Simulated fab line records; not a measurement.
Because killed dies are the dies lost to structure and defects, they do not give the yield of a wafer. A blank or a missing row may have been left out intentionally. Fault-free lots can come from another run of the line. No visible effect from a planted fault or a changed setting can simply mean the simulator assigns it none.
Chamber matching + flow nand harc + pecvd-02 running NHARC_P_M0_PRE_CLEAN_31: 3 sister chambers
The step time 12 s. 3 wafers are shown with their chamber, then 8 later ones without.

EACH WAFER AND ITS CHAMBER
| wafer  | chamber | heater power outer w (W) |
|--------|---------|--------------------------|
| L089.6 | 0       | 343                      |
| L094.2 | 1       | 375                      |
| L093.2 | 2       | 362                      |

WAFERS WHOSE CHAMBER IS MISSING
| wafer  | heater power outer w (W) |
|--------|--------------------------|
| L093.5 | 381                      |
| L093.6 | 438                      |
| L095.2 | 370                      |
| L095.3 | 344                      |
| L095.4 | 403                      |
| L097.4 | 329                      |
| L097.5 | 380                      |
| L097.6 | 327                      |

THE CHAMBER EACH PASSED THROUGH
| wafer  | from the rows above          | in truth |
|--------|------------------------------|----------|
| L093.5 | can't be placed: 1 or 2 or 0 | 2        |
| L093.6 | can't be placed: 1 or 2 or 0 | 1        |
| L095.2 | can't be placed: 1 or 2 or 0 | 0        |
| L095.3 | can't be placed: 0 or 2 or 1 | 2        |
| L095.4 | can't be placed: 1 or 2 or 0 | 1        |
| L097.4 | can't be placed: 0 or 2 or 1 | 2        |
| L097.5 | can't be placed: 1 or 2 or 0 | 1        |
| L097.6 | can't be placed: 0 or 2 or 1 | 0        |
Placed correctly: 0 of 8. Not placeable from these rows: 8 (in 8, the candidates include the true chamber). Placed wrongly: 0.
How it was worked out, from the rows above alone: a wafer's distance from a chamber is the root of the sum, over the readings, of the square of ((its reading less the chamber's mean) divided by the reading's scatter). If the next closest chamber is less than 2 further off than the closest, the wafer can't be placed; otherwise it belongs to the closest. The mean given for a chamber averages the wafers shown for that chamber. The scatter: with one shown wafer a chamber, the root of the mean of the squares of how far each hidden wafer lies from its nearest shown one.
